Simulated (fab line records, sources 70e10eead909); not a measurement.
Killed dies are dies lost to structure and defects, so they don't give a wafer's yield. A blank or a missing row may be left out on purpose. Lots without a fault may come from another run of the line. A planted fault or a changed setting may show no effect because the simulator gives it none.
Which tool did it? | flow nand_harc | 13 lots, 37 wafers sampled, at 1 step of a route of 1159

WHAT THE GAUGES READ, wafer by wafer
NHARC_P_M1_THK_MEAS_24: measures by xrf.
lot  | measured     | on            | thk_nm (nm)
L249 | day 6 06:10  | film_metro-01 | 157.8 159.2 158.6
L251 | day 6 18:24  | film_metro-02 | 157.5 155.8 158.7
L252 | day 6 18:43  | film_metro-02 | 158.7 156.1 155.8
L254 | day 7 05:28  | film_metro-01 | 157.0 159.2 157.8
L253 | day 7 06:34  | film_metro-02 | 155.8 161.3 159.6
L255 | day 7 12:41  | film_metro-02 | 158.9 156.9 158.0
L256 | day 7 13:28  | film_metro-02 | 157.8 158.4 157.7
L257 | day 8 03:01  | film_metro-02 | 156.1 155.8 157.9
L258 | day 8 04:04  | film_metro-01 | 157.4 156.7 158.5
L259 | day 8 18:46  | film_metro-02 | 158.0 162.3 159.6
L263 | day 9 15:25  | film_metro-02 | 157.1 158.2
L265 | day 9 20:23  | film_metro-02 | 157.8 156.3
L272 | day 11 15:08 | film_metro-02 | 158.6 158.7 157.0

WHICH TOOL RAN EACH LOT (tool, then ch and the chambers of the sampled wafers, then the start)
The record holds no process step before these readings.

WHAT THE TOOLS THEMSELVES READ (means of the sampled wafers that have a number; where no wafer has one, the mark that the record gives instead)
The record holds no such reading with a usual standard deviation.

THE ANSWER, worked out from the rows above alone
Rule: what is usual is taken from the lots themselves. Put in order of their means at a reading, lots are off if they are a third of the lots or fewer, leave a main group of 4 or more, and stand apart from it by a gap of 3 or more times the standard deviation of the main group's means; of several such gaps the widest counts. A main group whose means are all the same, to the digits that the tables above print for the reading, isn't used. A lot without any number at a reading at which 4 lots or more have one is off too. The other lots that the step has rows for count as sound. The gauges are gone through in route order, then the tools' own readings, and for those a lot's mean is taken as printed above. The first step at which some lot is off is used, and at that step the reading that is off furthest; a lot without a number counts as furthest.
No lot is off at any reading shown: from this, nothing can be told.

WHAT THE SIMULATOR HAD PUT IN
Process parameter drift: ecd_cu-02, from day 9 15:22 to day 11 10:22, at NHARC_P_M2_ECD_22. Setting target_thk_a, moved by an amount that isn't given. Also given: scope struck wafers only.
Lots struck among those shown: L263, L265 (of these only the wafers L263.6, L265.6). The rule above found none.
